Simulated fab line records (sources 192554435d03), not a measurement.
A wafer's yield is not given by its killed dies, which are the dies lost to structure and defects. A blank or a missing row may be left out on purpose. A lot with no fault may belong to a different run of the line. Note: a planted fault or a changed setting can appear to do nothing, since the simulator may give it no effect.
fab line records	flow n5-finfet
[record] lots = 24	wafers = 72	last-day = 18
route steps=1938 shown BEOL_M1@794 BEOL_M2@841
lots that met no fault: from a run of the same line without faults
start-h: the number of hours between the record's first day and the start of the first shown wafer of the lot	wait-h: hours elapsed since this lot's preceding step	" identical to the entry in the row above	L1.1+2: one row covering several wafers at once	- value missing, or start not given	* or withheld: withheld	< > ~ a bound
route shown NAME@n: a module of which the file shows steps, and the number in the route of the first	usual: mean and standard deviation over wafers with no fault	same: alike in all rows	chamber/n: place in a boat	sites: readings site by site	_std_site: how widely they spread, as a standard deviation	_edge_site: outer sites' mean less inner sites'	radius-mm: how far each site lies from the wafer's centre	mask NAME#n: copy n	behind: tool/chamber where the wafer was last shaped	hold: why the lot was held/for how many hours/how that ended	device: the transistor (n, p or np) that didn't switch	end of line: the same wafers' tests at the end of the route	for a step that has no rows: nothing shown but its recipe	killed: dies that structure and defects cost at the first sort, which is not the same as the wafer's yield	map: a wafer's dies, marking killed ones x, the rest . and places with no die _
set.NAME: the run value of the setting; set.NAME@STEP: its run value at that earlier step	model.NAME: the simulator's own value behind a step, which no gauge read
the route's steps for a sample of lots (tables are steps, rows are wafers)
services: when a tool's chamber went out of use (start-h, in hours from the record's first day, below 0 if earlier), for how many hours, and the reason
[[steps]]
[step N5_BEOL_M1_ETCH_70]
[recipe] chemistry = N2/H2	target = SOC	target-depth-a = 800	overetch-a = 160	mask-material = SiARC	temp-c = 40	time-s = 120	ion-energy-ev = 200	pressure-mtorr = 30	source-w = 840	bias-w = 150	n2-flow-sccm = 200	h2-flow-sccm = 200
[usual] drypump-motor-current-A = 5.5/0.39	oes-product-au = 0.62/0.068	rf-vpp-V = 524.9/2	showerhead-plenum-p-Torr = 2.58/0.076	throttle-valve-pct = 17.76/0.27
lot.wafer	tool	chamber	start-h	wait-h	drypump-motor-current-A	oes-product-au	rf-hours-counter-h	rf-vpp-V	showerhead-plenum-p-Torr	throttle-valve-pct
L074.1	rie-diel-05	0	123.82	0.0	6.2	0.58	153	526.8	2.65	18.13
L074.3	"	2	"	"	5.5	0.70	23	525.8	2.61	17.66
L074.6	"	1	"	"	5.6	0.58	-	524.7	2.54	17.64
L075.1	rie-diel-05	2	135.91	0.0	5.5	0.70	26	525.1	2.61	17.64
L075.3	"	0	"	"	6.2	0.57	156	526.0	2.65	18.13
L075.4	"	1	"	"	5.6	0.58	140	524.3	2.53	17.65
L076.1	rie-diel-02	2	154.17	0.0	5.6	0.59	153	524.6	2.53	17.49
L076.3	"	3	"	"	5.2	0.55	164	526.6	2.66	18.14
L076.6	"	1	"	"	4.9	0.54	-	526.1	2.60	17.85
L077.1	rie-diel-05	2	154.29	0.0	5.5	0.71	30	524.9	2.60	17.66
L077.3	"	1	"	"	5.6	0.58	144	523.2	2.53	17.65
L077.6	"	1	"	"	5.6	0.58	-	524.5	2.53	17.64
L078.2	rie-diel-02	0	157.20	0.0	5.4	0.54	249	520.2	2.42	18.03
L078.4	"	2	"	"	5.6	0.59	154	523.5	2.53	17.52
L078.5	"	1	"	"	4.9	0.53	-	527.2	2.60	17.85
L079.1	rie-diel-05	3	157.24	0.0	5.6	0.71	13	522.4	2.47	17.34
L079.3	"	0	"	"	6.2	0.57	162	526.1	2.65	18.16
L079.4	"	2	"	"	5.5	0.70	31	525.3	2.60	17.66
L080.2	rie-diel-05	1	166.34	0.0	5.6	0.57	148	523.2	2.53	17.67
L080.4	"	3	"	"	5.6	0.71	15	522.6	2.47	17.36
L080.5	"	2	"	"	5.5	0.69	-	526.5	2.60	17.67
L081.1	rie-diel-02	3	167.16	0.0	5.2	0.56	167	526.6	2.66	18.15
L081.4	"	2	"	"	5.6	0.58	-	523.4	2.53	17.51
L081.5	"	1	"	"	4.9	0.53	-	526.7	2.60	17.85
L082.1	rie-diel-05	2	187.91	0.0	5.5	0.69	40	525.1	2.60	17.67
L082.3	"	1	"	"	5.6	0.57	153	524.3	2.53	17.65
L082.5	"	3	"	"	5.6	0.69	-	522.3	2.47	17.35
L083.1	rie-diel-04	2	188.10	0.0	6.4	0.66	49	526.1	2.60	18.00
L083.5	"	0	"	"	5.9	0.59	-	523.2	2.54	17.58
L083.6	"	1	"	"	5.3	0.72	-	521.5	2.49	17.67
L084.2	rie-diel-04	3	188.46	0.0	5.7	0.66	40	525.4	2.61	17.97
L084.3	"	0	"	"	5.9	0.58	140	524.7	2.54	17.58
L084.5	"	0	"	"	5.9	0.58	-	525.1	2.54	17.58
L085.3	rie-diel-05	2	191.13	0.0	5.5	0.69	41	525.1	2.60	17.69
L085.5	"	3	"	"	5.6	0.69	-	522.1	2.47	17.35
L085.6	"	0	"	"	6.2	0.57	-	525.9	2.64	18.16
L086.1	rie-diel-04	2	212.26	0.0	6.4	0.66	56	524.9	2.59	18.00
L086.3	"	0	"	"	5.9	0.58	148	523.4	2.53	17.60
L086.4	"	1	"	"	5.4	0.70	19	521.3	2.49	17.68
L087.2	rie-diel-05	0	212.35	0.0	6.2	0.57	178	526.9	2.64	18.17
L087.3	"	1	"	"	5.6	0.57	161	523.1	2.53	17.68
L087.5	"	0	"	"	6.2	0.56	-	525.0	2.64	18.16
L089.1	rie-diel-04	3	217.26	0.0	5.7	0.65	49	523.8	2.61	18.00
L089.5	"	3	"	"	5.7	0.65	-	526.0	2.61	17.97
L089.6	"	2	"	"	6.4	0.65	-	525.9	2.59	18.02
L088.1	rie-diel-02	3	228.31	0.0	5.2	0.54	184	527.9	2.65	18.20
L088.4	"	0	"	"	5.4	0.72	14	528.0	2.74	17.61
L088.5	"	1	"	"	5.0	0.74	-	525.7	2.60	17.45
L091.3	rie-diel-02	3	232.42	0.0	5.2	0.54	186	528.1	2.65	18.20
L091.4	"	0	"	"	5.4	0.71	15	528.1	2.74	17.62
L091.6	"	2	"	"	5.6	0.57	-	523.6	2.52	17.55
L090.1	rie-diel-04	3	237.23	0.0	5.7	0.65	54	524.4	2.61	18.00
L090.3	"	1	"	"	5.3	0.69	27	522.7	2.49	17.69
L090.5	"	2	"	"	6.4	0.65	-	524.4	2.59	18.04
L092.3	rie-diel-02	3	240.57	0.0	5.2	0.53	188	526.6	2.65	18.19
L092.4	"	2	"	"	5.6	0.57	178	524.7	2.52	17.56
L092.6	"	3	"	"	5.2	0.54	-	525.4	2.65	18.19
L093.3	rie-diel-02	1	248.48	0.0	4.9	0.71	11	526.5	2.60	17.45
L093.4	"	0	"	"	5.4	0.70	20	528.5	2.73	17.63
L093.6	"	0	"	"	5.4	0.70	-	528.5	2.73	17.61
L094.1	rie-diel-02	3	254.23	0.0	5.2	0.54	192	527.3	2.65	18.20
L094.5	"	0	"	"	5.4	0.70	-	530.7	2.73	17.63
L094.6	"	1	"	"	4.9	0.71	-	525.8	2.60	17.44
L095.2	rie-diel-02	0	258.38	0.0	5.4	0.70	24	529.4	2.73	17.62
L095.4	"	3	"	"	5.1	0.54	-	525.2	2.65	18.20
L095.6	"	1	"	"	4.9	0.71	-	525.0	2.59	17.46
L096.1	rie-diel-02	0	263.18	0.0	5.3	0.69	26	527.9	2.73	17.63
L096.5	"	3	"	"	5.2	0.53	-	526.2	2.64	18.20
L096.6	"	2	"	"	5.6	0.56	-	523.1	2.52	17.57
L097.1	rie-diel-02	0	271.27	0.0	5.3	0.68	29	527.2	2.73	17.64
L097.2	"	1	"	"	4.9	0.70	20	525.3	2.59	17.48
L097.3	"	2	"	"	5.6	0.56	185	523.3	2.52	17.56
[step N5_BEOL_M1_SPUTTER_96]
[recipe] material = Cu	target-thk-a = 45	temp-c = -20	chamber-pressure-pa = 0.07	power-w = withheld	time-s = 8.29
[usual] throttle-valve-pct = 30.3/1.3
lot.wafer	tool	chamber	start-h	wait-h	throttle-valve-pct
L074.1	pvd-sputter-03	-	126.75	0.1	28.6
L074.3	"	-	"	"	32.4
L074.6	"	-	"	"	32.1
L075.1	pvd-sputter-03	-	139.15	0.1	28.4
L075.3	"	-	"	"	32.2
L075.4	"	-	"	"	29.0
L076.1	pvd-sputter-02	-	157.17	0.1	29.3
L076.3	"	-	"	"	30.8
L076.6	"	-	"	"	30.0
L077.1	pvd-sputter-01	-	157.27	0.1	28.5
L077.3	"	-	"	"	31.6
L077.6	"	-	"	"	28.4
L078.2	pvd-sputter-02	-	160.43	0.1	30.8
L078.4	"	-	"	"	30.4
L078.5	"	-	"	"	30.0
L079.1	pvd-sputter-01	-	160.51	0.1	29.9
L079.3	"	-	"	"	28.7
L079.4	"	-	"	"	30.6
L080.2	pvd-sputter-03	-	169.21	0.1	28.5
L080.4	"	-	"	"	31.9
L080.5	"	-	"	"	28.4
L081.1	pvd-sputter-01	-	170.03	0.1	31.3
L081.4	"	-	"	"	31.3
L081.5	"	-	"	"	28.0
L082.1	pvd-sputter-02	-	190.78	0.1	29.0
L082.3	"	-	"	"	30.7
L082.5	"	-	"	"	29.0
L083.1	pvd-sputter-03	-	190.99	0.1	31.5
L083.5	"	-	"	"	31.2
L083.6	"	-	"	"	32.2
L084.2	pvd-sputter-01	-	191.38	0.1	28.6
L084.3	"	-	"	"	32.0
L084.5	"	-	"	"	31.3
L085.3	pvd-sputter-03	-	194.87	0.1	29.2
L085.5	"	-	"	"	28.8
L085.6	"	-	"	"	29.0
L086.1	pvd-sputter-03	-	217.30	0.1	31.6
L086.3	"	-	"	"	28.4
L086.4	"	-	"	"	28.8
L087.2	pvd-sputter-02	-	217.50	0.1	28.9
L087.3	"	-	"	"	30.6
L087.5	"	-	"	"	30.1
L089.1	pvd-sputter-02	-	220.70	0.1	29.0
L089.5	"	-	"	"	30.8
L089.6	"	-	"	"	30.7
L088.1	pvd-sputter-01	-	231.76	0.1	28.4
L088.4	"	-	"	"	31.6
L088.5	"	-	"	"	30.3
L091.3	pvd-sputter-01	-	235.66	0.1	31.3
L091.4	"	-	"	"	28.3
L091.6	"	-	"	"	30.2
L090.1	pvd-sputter-01	-	240.49	0.1	30.1
L090.3	"	-	"	"	31.3
L090.5	"	-	"	"	31.5
L092.3	pvd-sputter-01	-	244.00	0.1	31.2
L092.4	"	-	"	"	28.5
L092.6	"	-	"	"	28.6
L093.3	pvd-sputter-02	-	251.52	0.1	30.8
L093.4	"	-	"	"	30.3
L093.6	"	-	"	"	28.8
L094.1	pvd-sputter-02	-	257.65	0.1	29.2
L094.5	"	-	"	"	30.4
L094.6	"	-	"	"	30.6
L095.2	pvd-sputter-03	-	263.09	0.1	31.6
L095.4	"	-	"	"	32.1
L095.6	"	-	"	"	28.5
L096.1	pvd-sputter-01	-	268.29	0.1	30.3
L096.5	"	-	"	"	31.3
L096.6	"	-	"	"	31.9
L097.1	pvd-sputter-02	-	274.87	0.1	29.9
L097.2	"	-	"	"	31.0
L097.3	"	-	"	"	30.8
[step N5_BEOL_M1_CO_CAP_55]
[recipe] material = Co	target-thk-a = 20	temp-c = 200	precursor = CCTBA/H2	pressure-torr = 30	time-s = 102.1
[usual] heater-power-outer-w = 132/16	heater-power-w = 258/34
lot.wafer	tool	chamber	start-h	wait-h	heater-power-outer-w	heater-power-w
L074.1	cvd-co-02	0	129.39	0.0	110	235
L074.3	"	2	"	"	162	287
L074.6	"	2	"	"	158	292
L075.1	cvd-co-01	0	143.67	0.0	120	222
L075.3	"	2	"	"	120	231
L075.4	"	2	"	"	123	237
L076.1	cvd-co-02	0	160.94	0.0	112	231
L076.3	"	1	"	"	141	262
L076.6	"	2	"	"	157	298
L077.1	cvd-co-01	1	161.51	0.0	145	308
L077.3	"	2	"	"	121	232
L077.6	"	1	"	"	146	307
L078.2	cvd-co-01	0	164.99	0.0	124	230
L078.4	"	0	"	"	121	224
L078.5	"	2	"	"	120	235
L079.1	cvd-co-01	2	165.53	0.0	123	230
L079.3	"	1	"	"	147	307
L079.4	"	1	"	"	152	306
L080.2	cvd-co-02	1	177.23	0.0	141	262
L080.4	"	0	"	"	111	240
L080.5	"	1	"	"	141	262
L081.1	cvd-co-01	1	177.51	0.0	146	307
L081.4	"	2	"	"	119	232
L081.5	"	1	"	"	147	301
L082.1	cvd-co-02	1	191.65	0.0	141	256
L082.3	"	0	"	"	110	235
L082.5	"	1	"	"	140	260
L083.1	cvd-co-01	0	191.85	0.0	120	222
L083.5	"	1	"	"	149	297
L083.6	"	0	"	"	122	226
L084.2	cvd-co-01	0	192.24	0.0	124	226
L084.3	"	2	"	"	118	224
L084.5	"	1	"	"	144	311
L085.3	cvd-co-01	1	195.95	0.0	147	307
L085.5	"	1	"	"	147	308
L085.6	"	2	"	"	119	235
L086.1	cvd-co-01	1	218.17	0.0	149	313
L086.3	"	0	"	"	119	222
L086.4	"	2	"	"	120	230
L087.2	cvd-co-02	1	218.44	0.0	138	259
L087.3	"	2	"	"	160	297
L087.5	"	1	"	"	142	262
L089.1	cvd-co-02	1	221.80	0.0	138	259
L089.5	"	0	"	"	111	231
L089.6	"	1	"	"	138	257
L088.1	cvd-co-01	2	232.63	0.0	121	229
L088.4	"	2	"	"	121	233
L088.5	"	0	"	"	120	227
L091.3	cvd-co-02	0	236.53	0.0	111	231
L091.4	"	0	"	"	113	233
L091.6	"	2	"	"	156	303
L090.1	cvd-co-01	2	241.36	0.0	122	233
L090.3	"	0	"	"	120	226
L090.5	"	0	"	"	122	228
L092.3	cvd-co-01	1	244.87	0.0	146	307
L092.4	"	2	"	"	121	230
L092.6	"	1	"	"	150	299
L093.3	cvd-co-01	2	252.38	0.0	121	234
L093.4	"	2	"	"	119	232
L093.6	"	0	"	"	122	227
L094.1	cvd-co-01	2	258.69	0.0	123	232
L094.5	"	0	"	"	118	221
L094.6	"	1	"	"	151	295
L095.2	cvd-co-01	2	264.05	0.0	122	237
L095.4	"	2	"	"	123	231
L095.6	"	1	"	"	151	312
L096.1	cvd-co-01	2	269.15	0.0	125	236
L096.5	"	1	"	"	152	307
L096.6	"	2	"	"	121	237
L097.1	cvd-co-02	0	276.81	0.0	113	240
L097.2	"	1	"	"	143	254
L097.3	"	2	"	"	160	307
[step N5_BEOL_M2_ILD_DEP_00]
[recipe] material = SiOC	target-thk-a = 790	temp-c = 350	precursor = DEMS/O2	pressure-torr = 5	rf-w = 500	time-s = 15.3
[usual] heater-power-outer-w = 251/52	heater-power-w = 462/93	showerhead-plenum-p-Torr = 5.690/0.016	throttle-valve-pct = 12.2/0.86
lot.wafer	tool	chamber	start-h	wait-h	heater-power-outer-w	heater-power-w	showerhead-plenum-p-Torr	throttle-valve-pct
L074.1	pecvd-03	1	129.64	0.0	211	370	5.700	11.8
L074.3	"	0	"	"	346	613	5.689	12.6
L074.6	"	0	"	"	351	644	5.695	12.7
L075.1	pecvd-01	2	143.92	0.0	247	446	5.723	11.8
L075.3	"	1	"	"	314	559	5.679	14.1
L075.4	"	1	"	"	308	553	5.682	14.1
L076.1	pecvd-04	2	161.18	0.0	255	445	5.673	11.2
L076.3	"	1	"	"	250	519	5.703	11.9
L076.6	"	2	"	"	263	456	5.685	10.9
L077.1	pecvd-01	0	161.75	0.0	199	417	5.670	11.8
L077.3	"	1	"	"	272	478	5.680	14.0
L077.6	"	0	"	"	209	433	5.669	11.5
L078.2	pecvd-01	0	165.23	0.0	257	484	5.665	11.7
L078.4	"	0	"	"	256	479	5.664	11.8
L078.5	"	1	"	"	268	495	5.682	14.1
L079.1	pecvd-03	1	165.77	0.0	153	299	5.682	11.8
L079.3	"	0	"	"	317	598	5.673	12.8
L079.4	"	2	"	"	180	328	5.702	11.3
L080.2	pecvd-03	2	177.47	0.0	192	349	5.697	11.4
L080.4	"	2	"	"	191	356	5.705	11.1
L080.5	"	0	"	"	315	568	5.683	12.5
L081.1	pecvd-01	1	177.76	0.0	269	473	5.692	14.1
L081.4	"	1	"	"	272	488	5.683	14.1
L081.5	"	2	"	"	218	391	5.724	11.6
L082.1	pecvd-03	0	191.89	0.0	355	644	5.694	12.6
L082.3	"	2	"	"	161	321	5.707	11.3
L082.5	"	2	"	"	166	321	5.697	10.8
L083.1	pecvd-03	2	192.11	0.0	200	358	5.692	10.8
L083.5	"	1	"	"	177	322	5.693	11.7
L083.6	"	2	"	"	202	353	5.686	11.1
L084.2	pecvd-01	0	192.49	0.0	233	464	5.681	11.3
L084.3	"	1	"	"	294	499	5.669	13.8
L084.5	"	1	"	"	294	526	5.675	14.1
L085.3	pecvd-03	1	196.20	0.0	165	313	5.684	11.6
L085.5	"	0	"	"	328	593	5.700	12.9
L085.6	"	2	"	"	205	366	5.695	11.3
L086.1	pecvd-03	1	218.41	0.0	208	359	5.698	11.8
L086.3	"	0	"	"	355	650	5.699	12.3
L086.4	"	1	"	"	206	353	5.686	11.9
L087.2	pecvd-03	1	218.68	0.0	196	344	5.696	11.7
L087.3	"	0	"	"	288	531	5.694	12.5
L087.5	"	0	"	"	298	558	5.686	12.4
L089.1	pecvd-03	1	222.04	0.0	206	365	5.691	12.0
L089.5	"	0	"	"	299	557	5.691	12.6
L089.6	"	1	"	"	216	365	5.700	11.6
L088.1	pecvd-03	2	232.90	0.0	177	314	5.710	11.1
L088.4	"	1	"	"	203	360	5.691	11.8
L088.5	"	2	"	"	179	322	5.723	11.4
L091.3	pecvd-01	2	236.78	0.0	258	460	5.727	12.1
L091.4	"	1	"	"	309	531	5.674	13.7
L091.6	"	2	"	"	256	458	5.700	12.0
L090.1	pecvd-04	0	241.60	0.0	278	554	5.709	12.5
L090.3	"	2	"	"	214	385	5.688	10.9
L090.5	"	2	"	"	219	389	5.691	11.1
L092.3	pecvd-01	1	245.12	0.0	320	544	5.684	13.7
L092.4	"	1	"	"	236	441	5.674	14.2
L092.6	"	0	"	"	200	410	5.666	11.6
L093.3	pecvd-01	2	252.63	0.0	282	492	5.724	11.7
L093.4	"	2	"	"	274	491	5.709	12.0
L093.6	"	1	"	"	259	458	5.686	13.9
L094.1	pecvd-04	1	258.94	0.0	235	498	5.676	11.8
L094.5	"	1	"	"	244	492	5.688	11.5
L094.6	"	2	"	"	261	456	5.667	11.2
L095.2	pecvd-04	2	264.30	0.0	231	404	5.683	11.2
L095.4	"	2	"	"	235	421	5.686	10.8
L095.6	"	0	"	"	288	564	5.694	12.3
L096.1	pecvd-01	0	269.40	0.0	223	448	5.682	11.8
L096.5	"	0	"	"	226	447	5.686	11.8
L096.6	"	1	"	"	258	466	5.676	14.0
L097.1	pecvd-01	1	277.06	0.0	278	496	5.669	13.9
L097.2	"	0	"	"	254	486	5.682	11.7
L097.3	"	2	"	"	283	482	5.722	12.0
[step N5_BEOL_M2_THK_MEAS_01]
[recipe] reads = SiOC_of_BEOL_M2_ILD_DEP_00
[usual] M2_ILD_THK = 79.3/1
lot.wafer	tool	chamber	start-h	wait-h	M2_ILD_THK[nm]
L074.1	film-metro-01	-	129.71	0.0	79.5
L074.3	"	-	"	"	79.6
L074.6	"	-	"	"	81.2
L075.1	film-metro-02	-	143.99	0.0	78.0
L075.3	"	-	"	"	78.5
L075.4	"	-	"	"	79.4
L076.1	film-metro-01	-	161.25	0.0	79.6
L076.3	"	-	"	"	79.8
L076.6	"	-	"	"	80.3
L077.1	film-metro-01	-	161.82	0.0	78.3
L077.3	"	-	"	"	79.4
L077.6	"	-	"	"	80.1
L078.2	film-metro-02	-	165.30	0.1	79.0
L078.4	"	-	"	"	80.8
L078.5	"	-	"	"	81.0
L079.1	film-metro-02	-	165.84	0.0	77.9
L079.3	"	-	"	"	77.9
L079.4	"	-	"	"	79.1
L080.2	film-metro-01	-	177.54	0.1	77.2
L080.4	"	-	"	"	78.9
L080.5	"	-	"	"	80.3
L081.1	film-metro-02	-	177.82	0.0	79.0
L081.4	"	-	"	"	79.5
L081.5	"	-	"	"	80.5
L082.1	film-metro-01	-	191.97	0.1	78.7
L082.3	"	-	"	"	76.8
L082.5	"	-	"	"	78.3
L083.1	film-metro-02	-	192.18	0.0	78.4
L083.5	"	-	"	"	80.0
L083.6	"	-	"	"	79.4
L084.2	film-metro-02	-	192.56	0.1	77.3
L084.3	"	-	"	"	78.6
L084.5	"	-	"	"	79.8
L085.3	film-metro-01	-	196.26	0.1	79.5
L085.5	"	-	"	"	81.4
L085.6	"	-	"	"	79.0
L086.1	film-metro-02	-	218.50	0.1	79.2
L086.3	"	-	"	"	80.0
L086.4	"	-	"	"	80.6
L087.2	film-metro-02	-	218.77	0.1	78.7
L087.3	"	-	"	"	81.1
L087.5	"	-	"	"	80.1
L089.1	film-metro-02	-	222.13	0.1	78.4
L089.5	"	-	"	"	80.3
L089.6	"	-	"	"	80.8
L088.1	film-metro-01	-	232.97	0.0	77.7
L088.4	"	-	"	"	79.6
L088.5	"	-	"	"	79.1
L091.3	film-metro-02	-	236.84	0.1	78.6
L091.4	"	-	"	"	79.2
L091.6	"	-	"	"	79.8
L090.1	film-metro-02	-	241.67	0.0	78.8
L090.3	"	-	"	"	80.0
L090.5	"	-	"	"	80.4
L092.3	film-metro-02	-	245.18	0.1	77.8
L092.4	"	-	"	"	79.9
L092.6	"	-	"	"	78.8
L093.3	film-metro-01	-	252.70	0.1	79.7
L093.4	"	-	"	"	80.0
L093.6	"	-	"	"	80.1
L094.1	film-metro-01	-	259.01	0.0	78.1
L094.5	"	-	"	"	79.1
L094.6	"	-	"	"	78.9
L095.2	film-metro-01	-	264.37	0.1	78.8
L095.4	"	-	"	"	79.8
L095.6	"	-	"	"	79.4
L096.1	film-metro-01	-	269.47	0.0	77.5
L096.5	"	-	"	"	79.4
L096.6	"	-	"	"	79.6
L097.1	film-metro-02	-	277.12	0.0	79.2
L097.2	"	-	"	"	79.6
L097.3	"	-	"	"	78.9
[step N5_BEOL_M2_HM_DEP_02]
[recipe] material = TiN	target-thk-a = 200	temp-c = 25	chamber-pressure-pa = 0.49996
[usual] throttle-valve-pct = 30.3/1.2
lot.wafer	tool	chamber	start-h	wait-h	throttle-valve-pct
L074.1	pvd-sputter-02	-	129.84	0.1	30.7
L074.3	"	-	"	"	30.1
L074.6	"	-	"	"	30.9
L075.1	pvd-sputter-02	-	145.74	1.7	30.5
L075.3	"	-	"	"	30.4
L075.4	"	-	"	"	30.9
L076.1	pvd-sputter-02	-	161.83	0.5	29.0
L076.3	"	-	"	"	30.0
L076.6	"	-	"	"	30.9
L077.1	pvd-sputter-03	-	162.56	0.7	32.2
L077.3	"	-	"	"	31.7
L077.6	"	-	"	"	29.0
L078.2	pvd-sputter-01	-	165.41	0.1	28.7
L078.4	"	-	"	"	31.5
L078.5	"	-	"	"	28.5
L079.1	pvd-sputter-02	-	166.40	0.5	30.8
L079.3	"	-	"	"	30.7
L079.4	"	-	"	"	30.1
L080.2	pvd-sputter-02	-	177.64	0.0	30.4
L080.4	"	-	"	"	30.8
L080.5	"	-	"	"	30.8
L081.1	pvd-sputter-03	-	177.92	0.0	31.4
L081.4	"	-	"	"	28.8
L081.5	"	-	"	"	31.6
L082.1	pvd-sputter-02	-	192.22	0.2	30.9
L082.3	"	-	"	"	30.0
L082.5	"	-	"	"	30.7
L083.1	pvd-sputter-01	-	194.24	2.0	30.3
L083.5	"	-	"	"	28.2
L083.6	"	-	"	"	31.1
L084.2	pvd-sputter-02	-	194.44	1.8	30.8
L084.3	"	-	"	"	30.4
L084.5	"	-	"	"	30.3
L085.3	pvd-sputter-02	-	198.26	1.9	30.7
L085.5	"	-	"	"	29.9
L085.6	"	-	"	"	30.9
L086.1	pvd-sputter-01	-	220.47	1.9	31.6
L086.3	"	-	"	"	30.3
L086.4	"	-	"	"	28.3
L087.2	pvd-sputter-01	-	220.57	1.7	31.8
L087.3	"	-	"	"	30.1
L087.5	"	-	"	"	31.9
L089.1	pvd-sputter-03	-	223.10	0.9	28.4
L089.5	"	-	"	"	28.8
L089.6	"	-	"	"	31.7
L088.1	pvd-sputter-01	-	233.24	0.2	30.2
L088.4	"	-	"	"	31.3
L088.5	"	-	"	"	28.4
L091.3	pvd-sputter-03	-	237.74	0.8	28.6
L091.4	"	-	"	"	28.7
L091.6	"	-	"	"	28.6
L090.1	pvd-sputter-01	-	244.76	3.0	30.4
L090.3	"	-	"	"	28.6
L090.5	"	-	"	"	31.4
L092.3	pvd-sputter-01	-	245.76	0.5	31.2
L092.4	"	-	"	"	29.9
L092.6	"	-	"	"	31.6
L093.3	pvd-sputter-02	-	252.96	0.2	30.4
L093.4	"	-	"	"	30.8
L093.6	"	-	"	"	30.8
L094.1	pvd-sputter-02	-	259.32	0.3	30.8
L094.5	"	-	"	"	30.2
L094.6	"	-	"	"	28.7
L095.2	pvd-sputter-03	-	264.55	0.1	28.4
L095.4	"	-	"	"	32.4
L095.6	"	-	"	"	31.6
L096.1	pvd-sputter-01	-	271.41	1.9	30.5
L096.5	"	-	"	"	32.2
L096.6	"	-	"	"	31.5
L097.1	pvd-sputter-01	-	278.15	1.0	31.8
L097.2	"	-	"	"	28.6
L097.3	"	-	"	"	30.3
[[services]]
tool	chamber	start-h	hours	kind
rie-diel-05	1	112.71	3.3	repair
cvd-co-01	1	115.10	-	clean
cvd-co-01	1	115.10	22.0	scheduled-down
pecvd-03	-	142.42	14.6	pm
rie-diel-04	2	143.32	5.9	repair
rie-diel-04	-	144.48	0.2	repair
pvd-sputter-03	-	144.93	4.2	repair
rie-diel-02	2	145.20	5.7	repair
rie-diel-02	-	174.67	14.6	pm
pvd-sputter-03	-	178.36	1.0	repair
rie-diel-02	0	190.78	2.9	repair
cvd-co-02	-	195.30	6.0	pm
rie-diel-02	3	201.95	4.0	repair
pecvd-03	2	209.24	13.2	repair
rie-diel-05	3	210.20	15.3	repair
pecvd-04	0	214.44	25.6	repair
cvd-co-02	-	215.45	1.5	repair
cvd-co-02	1	240.53	10.1	repair
pecvd-04	2	242.61	6.9	repair
pecvd-01	-	255.82	1.6	repair
pecvd-03	1	260.12	40.9	repair
rie-diel-02	3	264.08	11.4	repair
rie-diel-02	-	271.71	2.8	pm
pecvd-03	-	276.82	6.0	pm
[[key]]
fault none
